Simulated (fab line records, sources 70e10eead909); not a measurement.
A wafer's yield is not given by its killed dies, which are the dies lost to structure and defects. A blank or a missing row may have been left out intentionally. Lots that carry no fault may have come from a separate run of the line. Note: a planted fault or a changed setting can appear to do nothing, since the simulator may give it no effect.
Problem report in the 8D (eight disciplines) form, filled by code + flow nand harc + the parts of the form that need people (team, actions taken, sign-off) are left out

## 1. THE PROBLEM
At NHARC_END_SORT_01, killed at array averages 674 over 6 wafers from 2 lots, while fault-free wafers read 28, standard deviation 10. Relative to the usual mean, that is a shift of +65 standard deviations.
First seen on wafer L471.1, day 24 03:14, on prober-02. The record holds 6 wafers of 2 lots with a number at this step. By rule, "out" or "out of limits" means more than 4 standard deviations away from the usual mean. The other wafers with a number count as sound.

## 2. WHAT IT IS AND WHAT IT IS NOT
| question                    | is                           | is not                                                          |
|-----------------------------|------------------------------|-----------------------------------------------------------------|
| which readings at this step | killed at array, killed dies | killed at other, killed at periphery, killed open, killed short |
| which lots                  | L471, L478                   | -                                                               |
| which wafers of those lots  | all that have a number       | -                                                               |
| read on which gauges        | prober-01, prober-02         | -                                                               |
| when                        | from day 24 03:14            | up to then (0 sound wafers)                                     |

## 3. SUSPECTS, AND WHAT RULES EACH OUT
Counting: a tool stays on the suspect list if, at a process step up to the reading, it processed all lots that are out and no sound lot following the first of them.
- the gauge at NHARC_END_SORT_01 is ruled out. Those wafers that are out were read across 2 gauges (prober-01, prober-02).
- rie diel-10 at NHARC_A_STAIRCASE_DESCUM_219 (chemistry O2, time 3 s): kept. It ran every lot that is out, first L471 (day 14 21:08), and no sound lot after that.
- rie diel-10 at NHARC_A_STAIRCASE_ETCH_221 (etches the open film in C4F8/O2, target depth 100 nm, time 40.5 s): kept. It ran every lot that is out, first L471 (day 14 21:25), and no sound lot after that. Out on those wafers are its own readings of oes product au.
The count leaves rie diel-10 at NHARC_A_STAIRCASE_ETCH_221 and rie diel-10 at NHARC_A_STAIRCASE_DESCUM_219.

## 4. THE CAUSE (what the simulator had put in)
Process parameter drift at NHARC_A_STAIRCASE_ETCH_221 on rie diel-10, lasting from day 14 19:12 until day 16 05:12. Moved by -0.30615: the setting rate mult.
Of the 2 suspects that counting leaves, this tool is one.

## 5. THE CHAIN OF EFFECTS, in route order
Rows list readings where the struck wafers' mean (over those with a number) sits beyond 3 standard deviations from the usual. Readings are gone through only where the record gives a usual standard deviation; hours: the median, over the lots, of the time from a lot's start at the first step in this table giving one to that lot's start at this step; sigmas: the change measured in usual standard deviations.
| hours | step                       | reading         | usual      | on struck wafers | change | sigmas |
|-------|----------------------------|-----------------|------------|------------------|--------|--------|
| 0     | NHARC_A_STAIRCASE_ETCH_221 | oes product au  | 0.941 a.u. | 0.757            | -0.184 | -12    |
| 215   | NHARC_END_SORT_01          | killed at array | 28         | 674              | +646   | +65    |
| 215   | NHARC_END_SORT_01          | killed dies     | 31         | 677              | +646   | +65    |
The process steps in it:
- NHARC_A_STAIRCASE_ETCH_221: etches the open film in C4F8/O2, target depth 100 nm, time 40.5 s.

## 6. HOW IT WOULD HAVE BEEN CAUGHT EARLIER
The first out-of-limits reading at a measuring or inspecting step in this record came at day 24 03:14, 224 hours after the fault's start at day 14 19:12.
The tool's own readings at NHARC_A_STAIRCASE_ETCH_221 were out on every struck wafer that the step has a row for (oes product au): an alarm limit on them would have fired on the first of those.
Each of the lots that are out, 2 in all, had begun NHARC_A_STAIRCASE_ETCH_221 on rie diel-10 no later than day 24 03:14. Holding the tool at that point would not have protected any of them.
